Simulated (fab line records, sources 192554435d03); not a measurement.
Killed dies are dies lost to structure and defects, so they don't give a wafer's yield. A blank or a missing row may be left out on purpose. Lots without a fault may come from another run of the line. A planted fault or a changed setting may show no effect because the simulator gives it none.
One fault seen from 3 desks | flow n5_finfet | each desk has only its own numbers; what lay behind them comes last

THE TOOL OWNER'S DESK: rie_diel-05
The tool's own readings at N5_BEOL_M7_ETCH_62 (etches SOC in N2/H2, target depth 110 nm, overetch 22 nm, time 165 s): means of the sampled wafers that have a number, for each lot that ran on this tool. A lot is out of limits, marked OUT, if its mean lies more than 4 standard deviations from the usual mean; the brackets give that distance.
Columns: A = drypump_motor_current_A at N5_BEOL_M7_ETCH_62, usual 5.8 A; B = oes_product_au at N5_BEOL_M7_ETCH_62, usual 0.64 a.u.; C = rf_fwd_power_W at N5_BEOL_M7_ETCH_62, usual 837.6 W; D = rf_vpp_V at N5_BEOL_M7_ETCH_62, usual 524.4 V; E = showerhead_plenum_p_Torr at N5_BEOL_M7_ETCH_62, usual 2.56 Torr; F = throttle_valve_pct at N5_BEOL_M7_ETCH_62, usual 17.93 %
lot  | first seen here | A   | B    | C                | D               | E    | F
L493 | day 11 10:39    | 5.6 | 0.62 | 839.9            | 526.1           | 2.60 | 18.05
L499 | day 13 00:45    | 5.8 | 0.63 | 836.4            | 526.9           | 2.64 | 17.99
L500 | day 13 07:29    | 5.7 | 0.62 | 1039.9 (+78) OUT | 490.5 (-16) OUT | 2.64 | 17.99
L502 | day 13 22:01    | 5.5 | 0.67 | 1035.6 (+76) OUT | 489.8 (-16) OUT | 2.64 | 18.02
This desk's finding: out of limits on L500, L502; first on L500, day 13 07:29 (rf_fwd_power_W at N5_BEOL_M7_ETCH_62). In limits: L493, L499.

THE METROLOGY DESK
What the gauges read, lot by lot, whatever tool the lot ran on: means of the sampled wafers that have a number. A lot is out of limits, marked OUT, if its mean lies more than 4 standard deviations from the usual mean; the brackets give that distance.
Columns: A = cd_nm at N5_BEOL_M7_CD_MEAS_11, usual 38.6 nm; B = M7_OVL at N5_BEOL_M7_OVL_MEAS_12, usual 0.2 nm
lot  | first seen here | A    | B
L493 | day 11 10:28    | 38.7 | -0.1
L498 | day 12 19:58    | 38.9 | 0.1
L499 | day 13 00:18    | 38.6 | 1.2
L500 | day 13 07:19    | 38.7 | -0.2
L502 | day 13 21:50    | 38.5 | 0.6
L503 | day 13 21:53    | 38.8 | -0.6
This desk's finding: nothing out of limits on any of the 6 lots.

THE DEFECT DESK
What the inspections along the route counted, lot by lot: means of the sampled wafers that have a number. A lot is out of limits, marked OUT, if its mean lies more than 4 standard deviations from the usual mean; the brackets give that distance.
Columns: A = raw_defect_count at N5_BEOL_M7_INSPECT_13, usual 393
lot  | first seen here | A
L493 | day 11 10:31    | 311
L498 | day 12 20:01    | 509
L499 | day 13 00:21    | 358
L500 | day 13 07:22    | 369
L502 | day 13 21:53    | 371
L503 | day 13 21:56    | 429
This desk's finding: nothing out of limits on any of the 6 lots.

PUT TOGETHER
The tool owner's desk could have raised an alarm at day 13 07:29, on L500, L502.
The metrology desk saw nothing out of limits.
The defect desk saw nothing out of limits.
The metrology desk has L500, L502 on record, within its limits.
The defect desk has L500, L502 on record, within its limits.
Of the lots named, all ran N5_BEOL_M7_ETCH_62 on rie_diel-05.

WHAT THE SIMULATOR HAD PUT IN
Process parameter drift: rie_diel-05, from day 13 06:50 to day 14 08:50, at N5_BEOL_M7_ETCH_62. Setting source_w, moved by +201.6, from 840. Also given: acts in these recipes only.
Lots struck among those shown: L500, L502.
Hours from the fault's start to each desk's first reading out of limits: the tool owner's desk, 1.
